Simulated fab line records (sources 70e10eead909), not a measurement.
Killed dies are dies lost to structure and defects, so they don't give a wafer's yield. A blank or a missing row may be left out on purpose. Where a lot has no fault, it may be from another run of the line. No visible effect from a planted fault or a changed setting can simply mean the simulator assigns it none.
Code-filled problem report in 8D (eight disciplines) form / flow nand_harc / the parts of the form that need people (team, actions taken, sign-off) are left out

== 1. PROBLEM STATEMENT ==
run_length_s at NHARC_A_WL_FILL_ETCHBACK_05 reads a mean of 57.2 s on 4 wafers of 2 lots; wafers without a fault read 80.9 s with a standard deviation of 0.36. Relative to the usual mean, that is a shift of -66 standard deviations.
The step: etches the open film in Cl2/BCl3, target depth 22 nm, time 60 s.
First observed at day 17 20:31: wafer L958.5, on rie_metal-01. Wafers with a number at this step in the record: 39, from 13 lots. Rule for "out" (also "out of limits"): further than 4 standard deviations from the usual mean. All remaining wafers that have a number are taken as sound.

== 2. WHAT IT IS AND WHAT IT IS NOT ==
question=which readings at this step | is=run_length_s | is not=drypump_motor_current_A, oes_product_au
question=which lots | is=L956, L958 | is not=L945, L946, L948, L950, L951, L959, L961, L962, L965, L967, L968
question=which wafers of those lots | is=L956.3, L956.5, L958.5, L958.6 | is not=L956.2, L958.1
question=read on which tools | is=rie_metal-01 | is not=rie_metal-02, rie_metal-03
question=when | is=from day 17 20:31 | is not=up to then (16 sound wafers); but 19 sound wafers of L956, L959, L961, L962, L965, L967, L968 came after

== 3. THE SUSPECTS, EACH WITH WHAT RULES IT OUT ==
Counting: any tool at a process step up to the reading remains a suspect provided it ran every lot that is out. Sound lots after the first of them don't rule it out here, since some wafers of a struck lot are sound.
- rie_diel-11 at NHARC_A_SLIT_STRIP_18 (strips in O2): kept. It processed each lot that is out (first: L958, day 17 07:04); up to then, its last sound lot is L948 (day 15 06:08). With no start given for some of its lots, NHARC_A_SLIT_STRIP_18 uses the hours and lot order of NHARC_A_SLIT_CD_MEAS_21.
- rie_metal-01 at NHARC_A_WL_FILL_ETCHBACK_05 (etches the open film in Cl2/BCl3, target depth 22 nm, time 60 s): kept. It processed each lot that is out (first: L958, day 17 20:31); up to then, its last sound lot is L948 (day 15 18:23). Its own run_length_s readings are out on those wafers.
Remaining after the count are rie_diel-11 at NHARC_A_SLIT_STRIP_18 and rie_metal-01 at NHARC_A_WL_FILL_ETCHBACK_05.

== 4. THE CAUSE (what the simulator had put in) ==
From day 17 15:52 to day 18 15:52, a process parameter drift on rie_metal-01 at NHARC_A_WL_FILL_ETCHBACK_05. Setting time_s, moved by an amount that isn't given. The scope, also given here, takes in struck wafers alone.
Counting left 2 suspects, and this tool is among them.

== 5. THE CHAIN OF EFFECTS, in route order ==
Each row: a reading whose mean over the struck wafers that have a number lies more than 3 standard deviations from the usual. Readings are gone through only where the record gives a usual standard deviation; hours: the median, over the lots, of the time from a lot's start at the first step in this table giving one to that lot's start at this step; sigmas: the change measured in usual standard deviations.
hours=0; step=NHARC_A_WL_FILL_ETCHBACK_05; reading=run_length_s; usual=80.9 s; on struck wafers=57.2; change=-23.7; sigmas=-66
Process steps it contains:
- NHARC_A_WL_FILL_ETCHBACK_05: etches the open film in Cl2/BCl3, target depth 22 nm, time 60 s.
Later steps that measure or inspect, where all struck wafers having a row at the step show a number for every such reading and not one has moved that far: NHARC_END_SORT_01.

== 6. WHAT WOULD HAVE CAUGHT IT SOONER ==
The fault began at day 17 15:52; the first out-of-limits reading in this record came at day 17 20:31, 5 hours later.
